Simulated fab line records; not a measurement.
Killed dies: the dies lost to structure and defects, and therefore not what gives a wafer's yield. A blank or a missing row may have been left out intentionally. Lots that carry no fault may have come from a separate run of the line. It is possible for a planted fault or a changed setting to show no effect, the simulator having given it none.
Tool commonality check    flow nand_harc    2 lots and 6 wafers in the sample

## WHAT PROMPTED THE OPENING
At NHARC_END_SORT_01 the reading killed_dies is flagged on 2 of 2 lots. Fault-free wafers read 58, with a standard deviation of 18.
Rule: flag the lot when none of its wafers has a number, or when each of its wafers that has one lies beyond 4 standard deviations from that mean. All remaining lots are regarded as sound.

lot   measured      on         killed_dies, wafer by wafer  flag
L664  day 28 04:25  prober-02  611 625 605                  FLAGGED
L665  day 28 05:55  prober-01  611 624 592                  FLAGGED
Average over the flagged lots: 611; offset from the usual +553, equal to +31 standard deviations.

## WHICH TOOL RAN EACH LOT
Before the reading, the record contains 3 process steps out of a 1302-step route. Each cell gives the tool, then ch followed by the chambers the sampled wafers passed through, then the start.
lot   flag     NHARC_A_CHANNEL_HOLE_D2_DEP_00  NHARC_THIN_TSV_ETCHBACK_48  NHARC_THIN_TSV_PVD_19
L664  FLAGGED  acl_dep-02 ch 0, day 16 16:37   no row                      no row
L665  FLAGGED  acl_dep-02 ch 0, day 17 07:34   no row                      no row
These steps, and what they do:
- NHARC_A_CHANNEL_HOLE_D2_DEP_00: deposits aC, target thk 3100 nm.
- NHARC_THIN_TSV_ETCHBACK_48: etches the open film in C4F8/Ar, target depth 1028.5 nm, time 405.17 s.
- NHARC_THIN_TSV_PVD_19: deposits TaN, target thk 20 nm.
- NHARC_END_SORT_01

## FLAGGED AGAINST TOTAL, ONE TOOL AT A TIME (gauges that did the reading follow at the end)
step                            tool        lots run  flagged  share of the flagged lots  sound lots run after its first flagged lot
NHARC_A_CHANNEL_HOLE_D2_DEP_00  acl_dep-02  2         2        all                        0
NHARC_END_SORT_01               prober-01   1         1        some                       0
NHARC_END_SORT_01               prober-02   1         1        some                       0

## WHAT THE TABLE ALLOWS
Rows of the table that ran each flagged lot: 1, that is acl_dep-02 at NHARC_A_CHANNEL_HOLE_D2_DEP_00.
- acl_dep-02 at NHARC_A_CHANNEL_HOLE_D2_DEP_00 ran 2 lots, 2 of them flagged. No sound lot ran on it before its first flagged lot in this sample; the start therefore can't be narrowed down.
Left over: one tool, acl_dep-02 at NHARC_A_CHANNEL_HOLE_D2_DEP_00.

## WHAT HAD BEEN PUT IN BY THE SIMULATOR
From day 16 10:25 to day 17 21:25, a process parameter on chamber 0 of acl_dep-02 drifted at NHARC_A_CHANNEL_HOLE_D2_DEP_00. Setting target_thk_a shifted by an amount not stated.
Struck lots among those shown: L664, L665. This agrees with what the rule above found.
